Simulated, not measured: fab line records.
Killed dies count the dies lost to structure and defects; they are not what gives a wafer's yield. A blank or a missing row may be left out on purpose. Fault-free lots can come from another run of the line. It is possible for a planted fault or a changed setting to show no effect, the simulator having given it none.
Problem report, 8D (eight disciplines) form, completed by code :: flow nand harc :: the parts of the form that need people (team, actions taken, sign-off) are left out

== 1. WHAT IS WRONG ==
killed dies at NHARC_END_SORT_01 reads a mean of 677 on 2 wafers of 2 lots; wafers without a fault read 66 with a standard deviation of 22. That is +28 standard deviations from the usual mean.
Earliest sighting: wafer L645.3 on prober-02 at day 28 21:14. At this step, 9 wafers from 3 lots have a number in the record. Rule for "out", or "out of limits": more than 4 standard deviations from the usual mean. The rest of the wafers with a number are treated as sound.

== 2. WHAT IT IS, AND WHAT IT ISN'T ==
question: which readings at this step
is: killed dies, defect limited yield, killed at array
is not: killed at other, killed at periphery, killed open, killed short

question: which lots
is: L645, L647
is not: L641

question: which wafers of those lots
is: L645.3, L647.2
is not: L645.2, L645.6, L647.1, L647.5

question: read on which gauges
is: prober-01, prober-02
is not: -

question: when
is: from day 28 21:14
is not: up to then (4 sound wafers); but 3 sound wafers of L645, L647 came after

== 3. THE SUSPECTS, EACH WITH WHAT RULES IT OUT ==
Counting: any tool at a process step up to the reading remains a suspect provided it ran every lot that is out. Sound lots after the first of them don't rule it out here, since some wafers of a struck lot are sound.
- ruled out: the gauge at NHARC_END_SORT_01. The wafers that are out were read on 2 gauges (prober-01, prober-02).
- pecvd-03 at NHARC_A_M0_DEP_00 (deposits SiOC, target thk 150 nm): kept. Every lot that is out went through it, the first being L645 (day 27 02:59); the last sound lot it ran before that was L641 (day 25 04:01).
- plasma asher-01 at NHARC_THIN_TSV_STRIP_56 (strips in O2): kept. It ran every lot that is out, first L645 (day 28 11:16).
Left after counting: pecvd-03 at NHARC_A_M0_DEP_00, plasma asher-01 at NHARC_THIN_TSV_STRIP_56.

== 4. THE CAUSE (what the simulator had put in) ==
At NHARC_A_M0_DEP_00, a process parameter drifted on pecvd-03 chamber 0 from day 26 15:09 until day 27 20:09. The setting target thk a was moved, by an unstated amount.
Counting leaves 2 suspects; this tool is one of them.

== 5. THE EFFECT CHAIN, in route order ==
Each row: a reading where the mean over the struck wafers with a number is more than 3 standard deviations away from the usual. Only readings whose record carries a usual standard deviation are examined. hours: median over the lots of the time between each lot's start at the first step of this table that gives one and its start at this step. sigmas: the change, counted in usual standard deviations.
hours: 0
step: NHARC_END_SORT_01
reading: defect limited yield
usual: 90 %
on struck wafers: 0
change: -90
sigmas: -27

hours: 0
step: NHARC_END_SORT_01
reading: killed at array
usual: 61
on struck wafers: 672
change: +610
sigmas: +27

hours: 0
step: NHARC_END_SORT_01
reading: killed dies
usual: 66
on struck wafers: 677
change: +611
sigmas: +28

== 6. WHAT WOULD HAVE CAUGHT IT SOONER ==
54 hours passed between the start of the fault at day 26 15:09 and the first reading out of limits at a measuring or inspecting step in this record, taken at day 28 21:14.
Lots out: 2; all had begun NHARC_A_M0_DEP_00 on pecvd-03 by day 28 21:14. None of them would have been spared by holding the tool at that moment.
